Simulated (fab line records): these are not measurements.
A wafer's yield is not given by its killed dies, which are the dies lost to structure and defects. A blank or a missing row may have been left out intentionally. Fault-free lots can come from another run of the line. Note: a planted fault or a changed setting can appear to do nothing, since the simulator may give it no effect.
Which tool did it? + flow nand harc + 6 lots, 18 wafers sampled, at 1 step of a route of 1159

== WHAT THE GAUGES SHOWED, per wafer ==
NHARC_A_BONDPAD_THK_MEAS_30: measures by ellipsometry.
| lot  | measured     | on            | thk nm (nm)       |
|------|--------------|---------------|-------------------|
| L216 | day 18 09:35 | film metro-02 | 199.3 200.1 200.5 |
| L217 | day 19 02:07 | film metro-01 | 200.8 202.5 199.9 |
| L220 | day 20 08:28 | film metro-01 | 198.7 201.0 199.1 |
| L226 | day 21 02:52 | film metro-01 | 199.3 200.4 201.8 |
| L230 | day 22 11:44 | film metro-01 | 201.2 199.6 200.1 |
| L233 | day 24 11:50 | film metro-01 | 199.4 202.5 200.4 |

== TOOL THAT RAN EACH LOT (tool first, then ch and the chambers of the sampled wafers, then the start) ==
There is no process step in the record ahead of these readings.

== THE ANSWER, worked out from the rows above alone ==
Rule: the usual values come from the lots themselves. Put in order of their means at a reading, lots are off if they are a third of the lots or fewer, leave a main group of 4 or more, and stand apart from it by a gap of 3 or more times the standard deviation of the main group's means; of several such gaps the widest counts. Not used: any main group whose means are identical at the precision the tables above print for the reading. A lot without any number at a reading at which 4 lots or more have one is off too. Any other lot the step has rows for is counted as sound.
None of the lots is off at any reading shown; this tells nothing.

== WHAT THE SIMULATOR HAD INSERTED ==
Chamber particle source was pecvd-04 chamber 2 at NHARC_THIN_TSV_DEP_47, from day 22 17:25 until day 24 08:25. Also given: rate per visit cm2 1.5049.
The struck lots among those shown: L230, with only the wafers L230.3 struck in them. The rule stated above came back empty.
